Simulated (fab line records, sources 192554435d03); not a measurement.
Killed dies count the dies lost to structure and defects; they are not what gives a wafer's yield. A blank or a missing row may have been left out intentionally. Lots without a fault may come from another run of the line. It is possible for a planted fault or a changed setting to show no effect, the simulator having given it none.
Chamber matching / flow n5-finfet / pecvd-02 running N5_FIN_SAQP_HM_DEP_03: 3 sister chambers
The step deposits SiNx from SiH4/NH3/N2, target thk 38 nm, time 33.6 s. 6 wafers are shown with their chamber, then 10 later ones without.

== EACH WAFER AND ITS CHAMBER ==
wafer=L081.1; chamber=0; throttle-valve-pct (%)=39.8; heater-power-w (W)=795
wafer=L081.6; chamber=0; throttle-valve-pct (%)=39.9; heater-power-w (W)=805
wafer=L087.5; chamber=2; throttle-valve-pct (%)=37.9; heater-power-w (W)=935
wafer=L087.6; chamber=1; throttle-valve-pct (%)=38.8; heater-power-w (W)=725
wafer=L090.4; chamber=1; throttle-valve-pct (%)=38.9; heater-power-w (W)=750
wafer=L090.5; chamber=2; throttle-valve-pct (%)=38.1; heater-power-w (W)=946

== WAFERS MISSING THEIR CHAMBER ==
wafer=L090.6; throttle-valve-pct (%)=39.8; heater-power-w (W)=752
wafer=L091.1; throttle-valve-pct (%)=37.9; heater-power-w (W)=817
wafer=L091.2; throttle-valve-pct (%)=39.1; heater-power-w (W)=730
wafer=L091.4; throttle-valve-pct (%)=40.0; heater-power-w (W)=769
wafer=L093.2; throttle-valve-pct (%)=39.0; heater-power-w (W)=683
wafer=L093.3; throttle-valve-pct (%)=39.8; heater-power-w (W)=800
wafer=L093.5; throttle-valve-pct (%)=39.8; heater-power-w (W)=813
wafer=L097.1; throttle-valve-pct (%)=39.8; heater-power-w (W)=727
wafer=L097.3; throttle-valve-pct (%)=38.2; heater-power-w (W)=927
wafer=L097.5; throttle-valve-pct (%)=38.8; heater-power-w (W)=711

== WHICH CHAMBER EACH ONE RAN IN ==
wafer=L090.6; from the rows above=0; in truth=0
wafer=L091.1; from the rows above=can't be placed: 2 or 1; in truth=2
wafer=L091.2; from the rows above=1; in truth=1
wafer=L091.4; from the rows above=0; in truth=0
wafer=L093.2; from the rows above=1; in truth=1
wafer=L093.3; from the rows above=0; in truth=0
wafer=L093.5; from the rows above=0; in truth=0
wafer=L097.1; from the rows above=0; in truth=0
wafer=L097.3; from the rows above=2; in truth=2
wafer=L097.5; from the rows above=1; in truth=1
Correctly placed: 9 of 10. Cannot be placed on the basis of these rows: 1; the candidates contain the true chamber in 1. Wrongly placed: 0.
How it was worked out, from the rows above alone: a wafer's distance from a chamber is the root of the sum, over the readings, of the square of ((its reading less the chamber's mean) divided by the reading's scatter). If the next closest chamber is less than 2 further off than the closest, the wafer can't be placed; otherwise it belongs to the closest. A chamber's mean is the mean of its shown wafers. The scatter is the square root of a quotient: the sum, over the shown wafers, of each reading's squared deviation from its chamber's mean, divided by wafers minus chambers.
